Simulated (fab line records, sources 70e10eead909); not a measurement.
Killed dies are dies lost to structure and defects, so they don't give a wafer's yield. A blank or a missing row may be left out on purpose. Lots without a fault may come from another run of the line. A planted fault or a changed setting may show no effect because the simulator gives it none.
Chamber matching | flow nand_harc | NHARC_A_CONTACT_DESCUM_74 on rie_diel-09: 4 sister chambers
The step chemistry O2, time 3 s. 4 wafers are shown with their chamber, then 8 later ones without.

WAFERS WITH THEIR CHAMBER
wafer  | chamber | showerhead_plenum_p_Torr (Torr)
L074.6 | 2       | 2.04
L088.2 | 1       | 1.91
L088.5 | 3       | 1.99
L093.1 | 0       | 1.94

WAFERS WITHOUT THEIR CHAMBER
wafer  | showerhead_plenum_p_Torr (Torr)
L093.5 | 1.99
L093.6 | 1.94
L095.1 | 1.91
L095.3 | 1.99
L095.4 | 2.03
L097.2 | 1.94
L097.4 | 1.91
L097.5 | 2.03

WHICH CHAMBER EACH WENT THROUGH
wafer  | from the rows above | in truth
L093.5 | 3                   | 3
L093.6 | 0                   | 0
L095.1 | 1                   | 1
L095.3 | 3                   | 3
L095.4 | 2                   | 2
L097.2 | 0                   | 0
L097.4 | 1                   | 1
L097.5 | 2                   | 2
Placed correctly: 8 of 8. Can't be placed from these rows: 0. Placed wrongly: 0.
How it was worked out, from the rows above alone: a wafer's distance from a chamber is the root of the sum, over the readings, of the square of ((its reading less the chamber's mean) divided by the reading's scatter). The wafer belongs to the nearest chamber; if the next one is less than 2 further off, it can't be placed. A chamber's mean is the mean of its shown wafers. The scatter: with one shown wafer a chamber, the root of the mean of the squares of how far each hidden wafer lies from its nearest shown one.
